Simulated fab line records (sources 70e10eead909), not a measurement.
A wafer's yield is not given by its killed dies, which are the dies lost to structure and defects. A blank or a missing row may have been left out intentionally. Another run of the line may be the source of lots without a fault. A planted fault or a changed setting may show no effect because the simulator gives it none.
fab line records	flow nandHarc
[record] lots = 12	wafers = 36	lastDay = 24
route steps=1159 shown A_ZERO_WELL@404 A_ONON_D1@440 A_CHANNEL_HOLE_D1@463 END@1159
lots that met no fault: taken from a fault-free run of the same line
startH: hours from the record's first day to the start of the lot's first wafer shown	waitH: how many hours have passed since the lot's step before this one	" same as the row above	L1.1+2: a row that stands for several wafers	- value missing, or start not given	* or withheld: withheld	< > ~ a bound
route shown NAME@n: a module of which the file shows steps, and the number in the route of the first	usual: mean and standard deviation over wafers with no fault	same: alike in all rows	chamber/n: place in a boat	sites: readings site by site	_std_site: standard deviation of those values	_edge_site: outer sites' mean less inner sites'	radiusMm: how far each site lies from the wafer's centre	mask NAME#n: copy n	behind: the most recent tool/chamber to have shaped the wafer	hold: what put the lot on hold/how long, in hours/how the hold closed	device: which transistor (n, p or np) failed to switch	end of line: at the end of the route, the tests of the same wafers	a step without rows: its recipe alone	killed: the dies lost at the first sort to structure and to defects; this is not the yield of the wafer	map: per-die view of a wafer (x killed, . not killed, _ where there is no die)
set.NAME: the setting that was run; set.NAME@STEP: the one run at that earlier step	model.NAME: the simulator's own value behind a step, which no gauge read
steps of the route over a sample of lots; a table a step, a row a wafer
services: the hour from which a tool's chamber was out of use, counted from the record's first day as startH (under 0 if before that day), plus the number of hours and why
[[steps]]
[step NHARC_A_ZERO_WELL_ETCH_19]
[recipe] targetDepthA = 800	overetchA = 240	timeS = 87.88	ionEnergyEv = 200	n2FlowSccm = 150	h2FlowSccm = 150	arFlowSccm = 0	rfW = 400	biasW = 150	chemistry = N2/H2
[usual] drypumpMotorCurrentA = 5.8/0.41	oesProductAu = 0.994/0.011	rfVppV = 430.4/2.9	showerheadPlenumPTorr = 2.04/0.11	throttleValvePct = 14.171/0.0094
lot.wafer	tool	chamber	startH	waitH	drypumpMotorCurrentA	oesProductAu	rfHoursCounterH	rfVppV	showerheadPlenumPTorr	throttleValvePct
L360.2	rieDiel-11	1	140.24	0.1	5.5	1.003	14	429.4	2.03	14.187
L360.4	"	3	"	"	5.9	0.988	13	430.6	1.99	14.180
L360.1	"	0	"	"	5.4	0.994	14	428.4	1.94	14.179
L359.1	rieDiel-11	1	143.05	0.1	5.5	0.992	15	431.5	2.04	14.179
L359.5	"	0	"	"	5.4	0.987	-	428.5	1.94	14.164
L359.6	"	1	"	"	5.5	0.992	-	431.4	2.04	14.148
L362.2	rieDiel-06	1	158.83	0.1	5.9	0.996	7	436.1	2.20	14.168
L362.4	"	2	"	"	5.4	0.977	7	430.4	2.01	14.168
L362.3	"	3	"	"	5.4	0.981	7	432.0	2.16	14.164
L364.1	rieDiel-12	0	159.44	0.1	5.7	0.982	7	427.9	1.95	14.179
L364.4	"	2	"	"	6.6	1.008	8	433.8	2.15	14.172
L364.5	"	0	"	"	5.6	0.979	-	427.5	1.95	14.175
L365.3	rieDiel-11	2	169.89	0.1	5.6	0.969	12	427.3	1.95	14.159
L365.6	"	2	"	"	5.6	0.977	-	428.4	1.95	14.195
L365.5	"	3	"	"	5.9	0.998	-	430.6	1.99	14.171
L367.2	rieDiel-12	1	185.13	0.1	5.8	0.988	10	427.0	1.90	14.183
L367.3	"	2	"	"	6.7	1.006	10	433.5	2.14	14.166
L367.6	"	2	"	"	6.7	1.000	-	432.7	2.15	14.168
L369.2	rieDiel-06	1	205.92	0.1	5.9	1.011	10	435.6	2.20	14.183
L369.1	"	2	"	"	5.4	0.977	11	429.4	2.01	14.163
L369.5	"	0	"	"	5.2	0.999	-	432.7	2.11	14.179
L374.4	rieDiel-06	2	224.87	0.1	5.4	0.990	12	427.9	2.01	14.169
L374.2	"	3	"	"	5.4	1.001	12	434.7	2.16	14.172
L374.5	"	3	"	"	5.4	0.994	-	433.5	2.16	14.182
L373.3	rieDiel-06	2	226.58	0.1	5.3	0.970	12	430.1	2.01	14.168
L373.2	"	3	"	"	5.4	0.980	12	433.6	2.16	14.186
L373.6	"	0	"	"	5.2	1.007	-	432.5	2.11	14.162
L377.4	rieDiel-12	0	238.63	0.1	5.7	0.996	1	426.6	1.95	14.159
L377.2	"	2	"	"	6.7	0.981	2	433.6	2.14	14.161
L377.5	"	1	"	"	5.8	0.999	-	427.0	1.90	14.178
L381.4	rieDiel-12	3	273.80	0.1	6.2	1.020	4	434.0	2.19	14.175
L381.1	"	0	"	"	5.6	0.991	2	429.4	1.95	14.161
L381.6	"	2	"	"	6.7	1.000	-	431.3	2.14	14.165
L382.1	rieDiel-11	0	274.39	0.1	5.4	1.004	10	428.1	1.93	14.176
L382.4	"	1	"	"	5.5	0.989	10	430.7	2.03	14.170
L382.6	"	1	"	"	5.5	0.979	-	429.8	2.03	14.165
[step NHARC_A_ONON_D1_DEP_22]
[recipe] targetThkA = 10000	n2FlowSccm = 2750	n2oFlowSccm = 2000	nh3FlowSccm = 500	sih4FlowSccm = 210	tempC = 400
[usual] nh3FlowSccm = 500.0/1.4	susceptorTempC = 400.04/0.24
lot.wafer	tool	chamber	startH	waitH	nh3FlowSccm	susceptorTempC
L360.1	pecvdOnon-04	0	172.41	0.1	502.3	399.99
L360.2	"	0	"	"	499.8	399.82
L360.4	"	0	"	"	500.7	399.76
L359.1	pecvdOnon-03	0	172.42	0.1	502.5	400.13
L359.5	"	0	"	"	500.7	400.16
L359.6	"	0	"	"	498.7	400.05
L364.1	pecvdOnon-04	0	192.46	0.1	501.6	399.82
L364.4	"	0	"	"	502.9	399.80
L364.5	"	0	"	"	498.2	400.12
L362.2	pecvdOnon-02	0	192.51	0.1	498.6	399.84
L362.3	"	0	"	"	497.7	399.77
L362.4	"	0	"	"	499.2	400.17
L365.3	pecvdOnon-04	0	203.59	0.2	500.7	399.89
L365.5	"	0	"	"	499.4	400.21
L365.6	"	0	"	"	500.3	400.30
L367.2	pecvdOnon-02	0	217.42	0.1	501.7	400.00
L367.3	"	0	"	"	498.6	400.03
L367.6	"	0	"	"	498.7	400.06
L369.1	pecvdOnon-03	0	242.26	0.1	501.5	400.01
L369.2	"	0	"	"	498.9	400.38
L369.5	"	0	"	"	501.1	399.75
L373.2	pecvdOnon-04	0	258.56	0.1	500.4	399.69
L373.3	"	0	"	"	501.5	399.91
L373.6	"	0	"	"	497.1	400.00
L374.2	pecvdOnon-02	0	258.72	0.1	497.5	400.16
L374.4	"	0	"	"	498.9	400.44
L374.5	"	0	"	"	498.8	400.07
L377.2	pecvdOnon-02	0	273.13	0.1	499.8	399.78
L377.4	"	0	"	"	499.7	399.91
L377.5	"	0	"	"	500.3	399.94
L381.1	pecvdOnon-03	0	308.02	0.1	500.1	400.08
L381.4	"	0	"	"	502.5	400.09
L381.6	"	0	"	"	500.2	400.19
L382.1	pecvdOnon-04	0	308.06	0.1	500.8	400.18
L382.4	"	0	"	"	498.6	400.43
L382.6	"	0	"	"	499.6	399.91
[step NHARC_A_ONON_D1_THK_MEAS_24]
[recipe] thkMeasGauge = ellipsometry
[usual] thkNm = 1001/7.4
lot.wafer	tool	chamber	startH	waitH	thkNm
L359.1	filmMetro-02	-	172.92	-	1003
L359.5	"	-	"	"	1004
L359.6	"	-	"	"	1004
L360.1	filmMetro-01	-	172.93	-	990
L360.2	"	-	"	"	991
L360.4	"	-	"	"	993
L362.2	filmMetro-01	-	192.97	-	989
L362.3	"	-	"	"	991
L362.4	"	-	"	"	990
L364.1	filmMetro-01	-	192.97	-	1009
L364.4	"	-	"	"	1007
L364.5	"	-	"	"	1006
L365.3	filmMetro-02	-	203.98	-	1007
L365.5	"	-	"	"	1006
L365.6	"	-	"	"	1005
L367.2	filmMetro-01	-	217.87	-	997
L367.3	"	-	"	"	998
L367.6	"	-	"	"	997
L369.1	filmMetro-02	-	242.77	-	992
L369.2	"	-	"	"	992
L369.5	"	-	"	"	993
L373.2	filmMetro-01	-	259.01	-	998
L373.3	"	-	"	"	1000
L373.6	"	-	"	"	1000
L374.2	filmMetro-02	-	259.18	-	1002
L374.4	"	-	"	"	1003
L374.5	"	-	"	"	1863
L377.2	filmMetro-02	-	273.58	-	1005
L377.4	"	-	"	"	1004
L377.5	"	-	"	"	1867
L381.1	filmMetro-02	-	308.54	-	1003
L381.4	"	-	"	"	1004
L381.6	"	-	"	"	1004
L382.1	filmMetro-02	-	308.60	-	988
L382.4	"	-	"	"	990
L382.6	"	-	"	"	989
[step NHARC_A_ONON_D1_DEP_33]
[recipe] targetThkA = 2000	tempC = 400	pressureTorr = 6.5	rfW = 900	teosFlowSccm = 161.4	flowSccm = 2650	targetThkNm = 200	gas = O2	material = SiO2
[usual] heaterPowerW = 572/78	susceptorTempC = 399.96/0.2	throttleValvePct = 16.0/0.36
lot.wafer	tool	chamber	startH	waitH	heaterPowerW	susceptorTempC	throttleValvePct
L359.1	pecvd-03	1	174.16	0.1	622	400.15	16.1
L359.6	"	0	"	"	714	400.28	15.9
L359.5	"	2	"	"	521	399.78	16.3
L360.2	pecvd-01	1	174.19	0.1	613	400.00	16.5
L360.1	"	2	"	"	508	399.97	16.7
L360.4	"	1	"	"	619	400.38	16.0
L362.3	pecvd-03	2	194.16	0.1	563	399.93	16.2
L362.2	"	1	"	"	605	399.87	16.1
L362.4	"	2	"	"	424	399.76	16.1
L364.1	pecvd-01	2	194.35	0.2	582	400.34	16.7
L364.5	"	0	"	"	605	399.73	15.3
L364.4	"	2	"	"	590	399.84	17.0
L365.3	pecvd-02	2	205.26	0.1	620	400.01	16.0
L365.5	"	0	"	"	460	400.07	15.6
L365.6	"	2	"	"	638	400.22	15.8
L367.2	pecvd-01	2	219.06	0.1	541	400.39	16.8
L367.3	"	2	"	"	550	400.16	16.7
L367.6	"	0	"	"	496	399.75	15.4
L369.2	pecvd-03	1	243.98	0.1	653	399.83	16.1
L369.1	"	0	"	"	718	399.86	15.9
L369.5	"	2	"	"	409	399.81	16.3
L373.2	pecvd-03	2	260.23	0.1	545	399.83	16.4
L373.3	"	1	"	"	500	400.10	16.1
L373.6	"	0	"	"	723	400.15	16.1
L374.2	pecvd-01	0	260.37	0.1	518	400.04	15.4
L374.5	"	1	"	"	456	400.01	16.2
L374.4	"	2	"	"	496	400.03	16.2
L377.2	pecvd-01	1	274.77	0.1	501	399.84	16.3
L377.4	"	2	"	"	544	399.82	16.1
L377.5	"	0	"	"	609	399.95	15.6
L381.1	pecvd-02	0	309.73	0.1	441	400.02	16.1
L381.6	"	0	"	"	446	400.21	16.1
L381.4	"	1	"	"	598	400.32	15.9
L382.1	pecvd-03	2	309.86	0.1	585	400.29	16.5
L382.4	"	2	"	"	589	400.01	16.1
L382.6	"	1	"	"	619	400.11	15.7
[step NHARC_A_CHANNEL_HOLE_D1_OVL_MEAS_11]
[usual] overlayXNm = 0.0/0.85	overlayYNm = -0.2/0.77
lot.wafer	tool	chamber	startH	waitH	overlayXNm	overlayYNm
L359.1	overlay-02	-	177.83	-	0.6	-0.4
L359.5	"	-	"	"	0.9	-0.3
L359.6	"	-	"	"	0.9	-1.0
L360.1	overlay-02	-	179.67	-	0.0	-1.5
L360.2	"	-	"	"	0.2	-1.2
L360.4	"	-	"	"	0.6	-1.0
L362.2	overlay-01	-	197.46	-	-0.7	-0.1
L362.3	"	-	"	"	-0.3	0.2
L362.4	"	-	"	"	-0.7	-0.5
L364.1	overlay-02	-	198.54	-	-0.4	1.6
L364.4	"	-	"	"	-0.1	0.8
L364.5	"	-	"	"	-0.7	0.7
L365.3	overlay-02	-	208.61	-	1.0	-0.8
L365.5	"	-	"	"	0.4	-1.1
L365.6	"	-	"	"	0.7	-0.1
L367.2	overlay-01	-	223.78	-	0.4	-1.0
L367.3	"	-	"	"	0.5	-0.3
L367.6	"	-	"	"	0.2	-0.6
L369.1	overlay-01	-	248.23	-	-1.2	0.4
L369.2	"	-	"	"	-2.1	0.4
L369.5	"	-	"	"	-1.9	0.1
L373.2	overlay-02	-	263.39	-	-0.2	0.3
L373.3	"	-	"	"	-0.1	0.1
L373.6	"	-	"	"	0.2	-0.1
L374.2	overlay-01	-	264.70	-	-1.4	-1.1
L374.4	"	-	"	"	-1.0	-1.2
L377.2	overlay-02	-	278.79	-	-0.8	-0.3
L377.4	"	-	"	"	-1.1	-0.2
L381.1	overlay-02	-	313.82	-	1.1	1.2
L381.4	"	-	"	"	0.8	0.7
L381.6	"	-	"	"	1.4	0.7
L382.1	overlay-02	-	314.71	-	0.9	0.1
L382.4	"	-	"	"	0.7	0.4
L382.6	"	-	"	"	1.1	0.8
[step NHARC_END_SORT_01]
[recipe] tempC = 25
[usual] killedAtArray = 28/11	killedAtOther = 0.6/0.85	killedAtPeriphery = 2.8/2.3	killedDies = 31/11	killedOpen = 3.1/1.6	killedShort = 2.0/1.4
[same] grossDies = 677
lot.wafer	tool	chamber	startH	waitH	killedAtArray	killedAtOther	killedAtPeriphery	killedDies	killedOpen	killedShort
L360.1	prober-01	0	443.60	2.5	26	1	2	29	4	2
L360.2	prober-01	0	444.42	2.8	22	0	4	26	3	2
L360.4	prober-01	0	446.04	3.4	24	0	1	25	4	0
L359.1	prober-02	0	447.82	2.5	30	0	3	33	4	3
L359.5	prober-02	0	450.92	3.6	28	1	1	30	2	1
L359.6	prober-02	0	451.70	3.9	30	0	0	30	1	4
L364.1	prober-01	0	451.52	2.5	22	1	5	28	5	3
L364.4	prober-01	0	453.91	3.4	28	0	2	30	2	2
L364.5	prober-01	0	454.71	3.7	27	0	3	30	4	3
L362.2	prober-01	0	460.11	2.8	28	1	1	30	3	0
L362.3	prober-01	0	460.90	3.1	31	1	3	35	4	1
L362.4	prober-01	0	461.69	3.4	34	0	0	34	5	0
L365.3	prober-02	0	469.62	3.1	12	1	3	16	4	3
L365.5	prober-02	0	471.22	3.7	12	0	6	18	5	0
L365.6	prober-02	0	472.01	4.0	11	1	1	13	2	1
L367.2	prober-01	0	491.16	2.7	39	0	1	40	3	2
L367.3	prober-01	0	491.95	3.0	33	1	0	34	4	3
L367.6	prober-01	0	494.30	3.9	42	0	0	42	2	3
L369.1	prober-01	0	515.53	2.5	15	1	6	22	3	0
L369.2	prober-01	0	516.32	2.8	18	0	2	20	3	1
L369.5	prober-01	0	518.71	3.7	21	2	1	24	4	2
L377.2	prober-02	0	532.55	2.8	46	0	6	52	4	2
L377.4	prober-02	0	534.12	3.3	28	0	8	36	2	1
L377.5	prober-02	0	534.90	3.6	672	0	5	677	5	3
L373.2	prober-01	0	532.58	2.8	23	0	0	23	3	2
L373.3	prober-01	0	533.38	3.1	30	1	1	32	2	0
L373.6	prober-01	0	535.77	4.0	20	1	0	21	0	3
L374.2	prober-02	0	544.57	2.8	25	1	1	27	6	3
L374.4	prober-02	0	546.16	3.4	23	0	2	25	5	3
L374.5	prober-02	0	546.95	3.7	674	0	3	677	4	1
L382.1	prober-01	0	572.83	2.5	29	2	7	38	4	3
L382.4	prober-01	0	575.25	3.4	30	1	13	44	3	2
L382.6	prober-01	0	576.86	4.0	27	3	4	34	0	1
L381.1	prober-02	0	574.92	2.5	28	1	6	35	4	2
L381.4	prober-02	0	577.33	3.4	38	0	8	46	5	5
L381.6	prober-02	0	578.94	4.0	27	0	4	31	1	5
// killed by level:class
L360.1 A_SLIT:chamberFilmFlake=10 A_CHANNEL_HOLE_D1:chamberFilmFlake=4 A_WL_FILL:chamberFilmFlake=4 A_CONTACT:geometricParticle:open=2 A_CONTACT:chamberFilmFlake=2 P_M0:geometricParticle:open=1 P_M2:geometricParticle:short=1 A_CHANNEL_FILL_D1:geometricParticle:open=1
L360.2 A_SLIT:chamberFilmFlake=9 P_M1:chamberFilmFlake=3 A_WL_FILL:chamberFilmFlake=3 A_M1:geometricParticle:open=2 A_STAIRCASE:chamberFilmFlake=2 A_SOURCE_PLATE:geometricParticle:short=1 A_CONTACT:geometricParticle:short=1 A_M0:geometricParticle:open=1
L360.4 A_SLIT:chamberFilmFlake=9 A_CHANNEL_HOLE_D1:chamberFilmFlake=4 A_STAIRCASE:chamberFilmFlake=3 A_ONON_D1:geometricParticle:open=2 A_M1:chamberFilmFlake=2 A_SOURCE_PLATE:geometricParticle:open=1 A_CONTACT:geometricParticle:open=1 P_M1:chamberFilmFlake=1
L359.1 A_CHANNEL_HOLE_D1:chamberFilmFlake=13 A_SLIT:chamberFilmFlake=5 A_CONTACT:chamberFilmFlake=3 A_M1:chamberFilmFlake=3 A_CONTACT:geometricParticle:short=2 P_GATE:geometricParticle:open=1 P_CONTACT:geometricParticle:open=1 A_CHANNEL_FILL_D1:geometricParticle:open=1
L359.5 A_CHANNEL_HOLE_D1:chamberFilmFlake=13 A_SLIT:chamberFilmFlake=8 A_CONTACT:chamberFilmFlake=2 A_WL_FILL:geometricParticle:short=1 A_CONTACT:geometricParticle:open=1 A_BLC:geometricParticle:open=1 P_M1:chamberFilmFlake=1 A_STAIRCASE:chamberFilmFlake=1
L364.1 A_SLIT:chamberFilmFlake=6 P_M0:geometricParticle:open=3 A_CHANNEL_HOLE_D1:chamberFilmFlake=3 A_BONDPAD:chamberFilmFlake=3 A_WL_FILL:geometricParticle:short=2 A_ZERO_WELL:chamberFilmFlake=2 A_STAIRCASE:chamberFilmFlake=2 P_CONTACT:geometricParticle:short=1
L359.6 A_SLIT:chamberFilmFlake=8 A_CONTACT:chamberFilmFlake=7 A_CHANNEL_HOLE_D1:chamberFilmFlake=6 A_STAIRCASE:chamberFilmFlake=2 A_ONON_D1:geometricParticle:short=1 A_CHANNEL_FILL_D1:geometricParticle:short=1 A_SGD_CUT:geometricParticle:short=1 A_CONTACT:geometricParticle:open=1
L364.4 A_SLIT:chamberFilmFlake=14 A_CHANNEL_HOLE_D1:chamberFilmFlake=3 A_WL_FILL:chamberFilmFlake=3 A_BONDPAD:chamberFilmFlake=3 P_M0:geometricParticle:open=1 A_WL_FILL:geometricParticle:short=1 A_CONTACT:geometricParticle:open=1 A_M0:geometricParticle:short=1
L364.5 A_SLIT:chamberFilmFlake=10 A_CHANNEL_HOLE_D1:chamberFilmFlake=4 A_BONDPAD:chamberFilmFlake=3 P_M0:geometricParticle:open=2 A_STAIRCASE:chamberFilmFlake=2 A_ONON_D1:geometricParticle:short=1 A_CHANNEL_FILL_D1:geometricParticle:open=1 A_WL_FILL:geometricParticle:open=1
L362.2 A_SLIT:chamberFilmFlake=14 A_CHANNEL_HOLE_D1:chamberFilmFlake=9 A_SGD_CUT:geometricParticle:open=1 A_CONTACT:geometricParticle:open=1 A_M0:geometricParticle:open=1 P_CONTACT:chamberFilmFlake=1 A_STAIRCASE:chamberFilmFlake=1 A_CONTACT:chamberFilmFlake=1
L362.3 A_CHANNEL_HOLE_D1:chamberFilmFlake=12 A_SLIT:chamberFilmFlake=7 A_STAIRCASE:chamberFilmFlake=3 A_ONON_D1:geometricParticle:open=2 P_CONTACT:chamberFilmFlake=2 A_WL_FILL:chamberFilmFlake=2 A_CONTACT:chamberFilmFlake=2 A_CHANNEL_FILL_D1:geometricParticle:open=1
L362.4 A_CHANNEL_HOLE_D1:chamberFilmFlake=16 A_SLIT:chamberFilmFlake=7 A_CONTACT:chamberFilmFlake=3 A_CONTACT:geometricParticle:open=2 A_STAIRCASE:chamberFilmFlake=2 A_ONON_D1:geometricParticle:open=1 A_CHANNEL_FILL_D1:geometricParticle:open=1 A_BLC:geometricParticle:open=1
L365.3 A_CHANNEL_HOLE_D1:chamberFilmFlake=4 A_M1:geometricParticle:open=2 A_CONTACT:chamberFilmFlake=2 P_GATE:geometricParticle:short=1 A_ONON_D1:geometricParticle:short=1 A_CONTACT:geometricParticle:open=1 A_BLC:geometricParticle:short=1 A_M0:geometricParticle:open=1
L365.5 A_STAIRCASE:chamberFilmFlake=4 A_CHANNEL_HOLE_D1:chamberFilmFlake=3 P_CONTACT:geometricParticle:open=2 P_GATE:chamberFilmFlake=2 A_CONTACT:chamberFilmFlake=2 P_M0:geometricParticle:open=1 P_M2:geometricParticle:open=1 A_CONTACT:geometricParticle:open=1
L365.6 A_STAIRCASE:chamberFilmFlake=4 A_CHANNEL_HOLE_D1:chamberFilmFlake=2 A_CONTACT:chamberFilmFlake=2 P_CONTACT:geometricParticle:open=1 A_WL_FILL:geometricParticle:short=1 A_WL_FILL:geometricParticle:open=1 A_SLIT:chamberFilmFlake=1 THIN_TSV:chamberFilmFlake=1
L367.2 A_CHANNEL_HOLE_D1:chamberFilmFlake=13 A_SLIT:chamberFilmFlake=11 A_STAIRCASE:chamberFilmFlake=8 A_CONTACT:chamberFilmFlake=3 A_CONTACT:geometricParticle:open=2 P_STI:geometricParticle:open=1 A_ONON_D1:geometricParticle:short=1 A_WL_FILL:geometricParticle:short=1
L367.3 A_CHANNEL_HOLE_D1:chamberFilmFlake=9 A_SLIT:chamberFilmFlake=7 A_STAIRCASE:chamberFilmFlake=6 A_CONTACT:chamberFilmFlake=4 A_CONTACT:geometricParticle:open=2 A_CHANNEL_HOLE_D1:geometricParticle:short=1 A_CHANNEL_FILL_D1:geometricParticle:open=1 A_CHANNEL_FILL_D1:geometricParticle:short=1
L367.6 A_CHANNEL_HOLE_D1:chamberFilmFlake=16 A_SLIT:chamberFilmFlake=12 A_STAIRCASE:chamberFilmFlake=9 A_WL_FILL:geometricParticle:short=2 A_WL_FILL:geometricParticle:open=2 A_ONON_D1:geometricParticle:short=1
L369.1 A_CHANNEL_HOLE_D1:chamberFilmFlake=5 A_CONTACT:chamberFilmFlake=5 P_M2:chamberFilmFlake=4 A_STAIRCASE:chamberFilmFlake=3 P_GATE:geometricParticle:open=1 P_M1:geometricParticle:open=1 A_ONON_D1:geometricParticle:open=1 A_SLIT:chamberFilmFlake=1
L369.2 A_STAIRCASE:chamberFilmFlake=6 A_CONTACT:chamberFilmFlake=4 A_CHANNEL_HOLE_D1:chamberFilmFlake=3 P_CONTACT:geometricParticle:open=1 A_CHANNEL_FILL_D1:geometricParticle:open=1 A_CHANNEL_FILL_D1:geometricParticle:short=1 A_M0:geometricParticle:open=1 P_M2:chamberFilmFlake=1
L369.5 A_STAIRCASE:chamberFilmFlake=5 A_CHANNEL_HOLE_D1:chamberFilmFlake=4 A_CONTACT:chamberFilmFlake=3 A_SGD_CUT:geometricParticle:open=2 A_WL_FILL:chamberFilmFlake=2 A_CHANNEL_FILL_D1:geometricParticle:short=1 A_CONTACT:geometricParticle:short=1 A_CONTACT:geometricParticle:open=1
L377.2 A_CHANNEL_HOLE_D1:chamberFilmFlake=19 A_SLIT:chamberFilmFlake=12 A_CONTACT:chamberFilmFlake=8 P_ZERO_WELL:chamberFilmFlake=4 A_WL_FILL:geometricParticle:open=3 P_M0:geometricParticle:short=1 A_CONTACT:geometricParticle:short=1 A_CONTACT:geometricParticle:open=1
L373.2 A_CHANNEL_HOLE_D1:chamberFilmFlake=13 A_STAIRCASE:chamberFilmFlake=4 A_ONON_D1:geometricParticle:open=2 A_M0:geometricParticle:short=2 A_BLC:geometricParticle:open=1 A_CONTACT:chamberFilmFlake=1
L373.3 A_CHANNEL_HOLE_D1:chamberFilmFlake=20 A_STAIRCASE:chamberFilmFlake=6 A_CONTACT:chamberFilmFlake=3 P_M0:geometricParticle:open=1 A_CONTACT:geometricParticle:open=1 THIN_TSV:chamberFilmFlake=1
L377.4 A_SLIT:chamberFilmFlake=13 A_CHANNEL_HOLE_D1:chamberFilmFlake=11 P_ZERO_WELL:chamberFilmFlake=5 A_CONTACT:chamberFilmFlake=3 P_STI:geometricParticle:short=1 P_CONTACT:geometricParticle:open=1 A_M0:geometricParticle:open=1 P_STI:chamberFilmFlake=1
L377.5 A_ONON_D1:areaDep=639 A_CHANNEL_HOLE_D1:chamberFilmFlake=16 A_SLIT:chamberFilmFlake=10 A_CONTACT:geometricParticle:open=2 P_STI:chamberFilmFlake=2 A_CONTACT:chamberFilmFlake=2 P_GATE:geometricParticle:open=1 P_GATE:geometricParticle:short=1
L373.6 A_CHANNEL_HOLE_D1:chamberFilmFlake=15 A_CHANNEL_FILL_D1:geometricParticle:short=1 A_M0:geometricParticle:short=1 STARTING-WAFER:geometricParticle:short=1 A_ZERO_WELL:chamberFilmFlake=1 A_STAIRCASE:chamberFilmFlake=1 A_CONTACT:chamberFilmFlake=1
L374.2 A_CHANNEL_HOLE_D1:chamberFilmFlake=14 A_M0:geometricParticle:open=4 A_CONTACT:chamberFilmFlake=2 P_GATE:geometricParticle:open=1 A_CHANNEL_HOLE_D1:geometricParticle:short=1 A_SGD_CUT:geometricParticle:short=1 A_M1:geometricParticle:open=1 STARTING-WAFER:geometricParticle:short=1
L374.4 A_CHANNEL_HOLE_D1:chamberFilmFlake=14 A_M0:geometricParticle:open=2 A_CHANNEL_FILL_D1:chamberFilmFlake=2 P_STI:geometricParticle:open=1 P_M1:geometricParticle:short=1 A_CHANNEL_HOLE_D1:geometricParticle:open=1 A_CHANNEL_FILL_D1:geometricParticle:open=1 A_SGD_CUT:geometricParticle:short=1
L374.5 A_ONON_D1:areaDep=644 A_CHANNEL_HOLE_D1:chamberFilmFlake=21 A_CONTACT:chamberFilmFlake=3 P_CONTACT:chamberFilmFlake=2 P_CONTACT:geometricParticle:open=1 A_CHANNEL_FILL_D1:geometricParticle:open=1 A_CHANNEL_FILL_D1:geometricParticle:short=1 A_CONTACT:geometricParticle:open=1
L382.1 A_SLIT:chamberFilmFlake=16 P_STI:chamberFilmFlake=3 A_CHANNEL_HOLE_D1:unspecified=3 A_WL_FILL:geometricParticle:short=2 P_GATE:chamberFilmFlake=2 A_CHANNEL_HOLE_D1:chamberFilmFlake=2 A_STAIRCASE:chamberFilmFlake=2 A_CONTACT:chamberFilmFlake=2
L381.1 A_SLIT:chamberFilmFlake=14 A_CHANNEL_HOLE_D1:chamberFilmFlake=7 A_BONDPAD:chamberFilmFlake=3 P_GATE:geometricParticle:open=2 P_BONDPAD:chamberFilmFlake=2 P_STI:geometricParticle:short=1 A_CHANNEL_HOLE_D1:geometricParticle:open=1 A_BLC:geometricParticle:short=1
L382.4 A_SLIT:chamberFilmFlake=16 P_STI:chamberFilmFlake=8 A_CHANNEL_HOLE_D1:unspecified=3 P_M0:geometricParticle:open=2 A_CHANNEL_HOLE_D1:chamberFilmFlake=2 A_CHANNEL_FILL_D1:chamberFilmFlake=2 A_CONTACT:chamberFilmFlake=2 A_CHANNEL_HOLE_D1:geometricParticle:short=1
L382.6 A_SLIT:chamberFilmFlake=23 P_STI:chamberFilmFlake=3 THIN_TSV:chamberFilmFlake=3 A_CHANNEL_HOLE_D1:unspecified=2 A_CONTACT:geometricParticle:short=1 P_GATE:chamberFilmFlake=1 A_BONDPAD:chamberFilmFlake=1
L381.4 A_SLIT:chamberFilmFlake=17 A_CHANNEL_HOLE_D1:chamberFilmFlake=7 A_WL_FILL:chamberFilmFlake=3 A_BONDPAD:chamberFilmFlake=3 A_SOURCE_PLATE:geometricParticle:short=2 P_BONDPAD:chamberFilmFlake=2 P_GATE:geometricParticle:short=1 P_M0:geometricParticle:open=1
L381.6 A_SLIT:chamberFilmFlake=18 A_CHANNEL_HOLE_D1:chamberFilmFlake=4 A_CONTACT:chamberFilmFlake=2 P_GATE:geometricParticle:short=1 P_CONTACT:geometricParticle:short=1 P_M1:geometricParticle:short=1 A_CHANNEL_FILL_D1:geometricParticle:short=1 A_CONTACT:geometricParticle:open=1
[[services]]
tool	chamber	startH	hours	kind
rieDiel-06	3	120.76	5.2	repair
pecvd-03	0	124.49	-	clean
pecvd-03	1	124.49	-	clean
pecvd-03	2	124.49	-	clean
pecvdOnon-03	-	153.00	13.0	pm
pecvd-02	-	153.01	13.0	pm
rieDiel-06	3	174.56	3.6	repair
rieDiel-11	-	189.98	9.0	pm
rieDiel-12	-	202.40	9.0	pm
pecvdOnon-04	-	237.00	13.0	pm
pecvd-01	-	237.10	13.0	pm
pecvd-01	0	237.10	13.0	ventCycle
pecvd-01	1	237.10	13.0	ventCycle
pecvd-01	2	237.10	13.0	ventCycle
rieDiel-06	-	241.20	9.0	pm
rieDiel-12	0	244.61	4.6	repair
pecvd-01	0	250.10	-	clean
pecvd-01	1	250.10	-	clean
pecvd-02	2	262.31	14.6	repair
pecvd-03	-	263.20	0.8	repair
rieDiel-11	2	269.01	1.4	repair
pecvdOnon-02	-	292.00	13.0	pm
pecvd-03	-	292.49	13.0	pm
rieDiel-11	1	307.55	3.0	repair
[[key]]
[firstSign] step = NHARC_A_ONON_D1_THK_MEAS_24	reading = thkNm	direction = up	sigmas = 99+	usual = 1001	struck = 1865
[effect] step = NHARC_END_SORT_01	reading = killedAtArray	direction = up	sigmas = 57	usual = 28	struck = 673
[moreKillsBornAt] NHARC_A_ONON_D1_DEP_22@pecvdOnon-02 = 1283
metAt NHARC_A_ONON_D1_DEP_22
struckLots L374,L377
struckWafers L374.5,L377.5
laterRowsLeftOut L374.5,L377.5
testerLeftOut L374,L377
notActingAt NHARC_A_ZERO_WELL_ETCH_19,NHARC_A_ONON_D1_DEP_33,NHARC_A_CHANNEL_HOLE_D1_OVL_MEAS_11
onsetBetween 217.42 258.72
[fault] kind = processParameterDrift	tool = pecvdOnon-02	chamber = -	onsetH = 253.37	steps = NHARC_A_ONON_D1_DEP_22	channel = targetThkA	offset = *	shape = step	endH = 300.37	scope = struckWafersOnly	actsIn = *	stated = *
// testerLeftOut: of these lots the tester's yield and bins aren't shown, on N5 and GAA mostly nor the transistor test; their killed dies are dies lost to structure and defects alone, not to doping, threshold or leakage, so they don't give the yield
// laterRowsLeftOut: the simulator's readings of these wafers behind a module that went badly wrong aren't trusted and aren't shown, but for the sort
